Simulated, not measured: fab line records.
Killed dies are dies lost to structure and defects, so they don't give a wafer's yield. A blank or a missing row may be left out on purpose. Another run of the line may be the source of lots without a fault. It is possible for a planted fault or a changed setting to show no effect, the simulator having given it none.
Chamber matching	flow nand harc	NHARC_P_STI_CMP_21 on cmp-01: 4 sister chambers
The step polishes, t overpolish 20 s, target thk 380.67 nm. 18 wafers are shown with their chamber, then 9 later ones without.

== WAFERS, EACH WITH ITS CHAMBER ==
wafer	chamber	motor current A (A)	overpolish run s (s)
L079.2	1	12.5	20.016
L079.3	2	14.3	20.000
L079.5	1	12.7	19.991
L083.3	0	12.2	19.986
L083.5	2	14.0	19.980
L083.6	1	12.6	19.998
L085.1	3	11.6	19.994
L085.4	0	12.4	19.990
L085.6	1	12.2	20.007
L086.1	3	12.0	20.012
L086.2	0	12.7	19.996
L086.6	2	13.3	19.997
L087.1	3	12.5	20.004
L087.3	0	12.7	19.998
L087.4	2	14.4	20.012
L089.2	0	12.8	19.990
L089.3	3	12.6	19.993
L089.6	3	12.2	19.990

SIGNATURES (averages over the wafers above)
reading	chamber 0	chamber 1	chamber 2	chamber 3	scatter within a chamber
motor current A	12.560	12.500	14.000	12.180	0.357
overpolish run s	19.99200	20.00300	19.99725	19.99860	0.00967
Rule: for each reading, subtract the chamber's mean from the wafer's reading, divide by that reading's scatter and square the result; add these up over the readings and take the root, which gives the wafer's distance from the chamber. If the next closest chamber is less than 2 further off than the closest, the wafer can't be placed; otherwise it belongs to the closest. The scatter is the square root of a quotient: the sum, over the shown wafers, of each reading's squared deviation from its chamber's mean, divided by wafers minus chambers.

== WAFERS WITH NO CHAMBER GIVEN ==
wafer	motor current A (A)	overpolish run s (s)
L090.3	11.8	20.010
L090.5	14.6	19.998
L090.6	11.9	19.997
L091.1	12.6	20.011
L091.4	11.6	20.002
L091.6	11.4	20.008
L096.1	11.9	19.998
L096.4	12.4	20.001
L096.5	14.5	20.000

== WHICH CHAMBER EACH ONE RAN IN ==
wafer	from the rows above	in truth
L090.3	can't be placed: 3 or 1 or 0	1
L090.5	2	2
L090.6	can't be placed: 3 or 1 or 0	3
L091.1	can't be placed: 1 or 3 or 0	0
L091.4	can't be placed: 3 or 1 or 0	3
L091.6	can't be placed: 3 or 1 or 0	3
L096.1	can't be placed: 3 or 1 or 0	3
L096.4	can't be placed: 1 or 3 or 0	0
L096.5	2	2
Correctly placed: 2 of 9. From these rows, 7 cannot be placed; in 7 the true chamber is one of the candidates. Placed wrongly: 0.
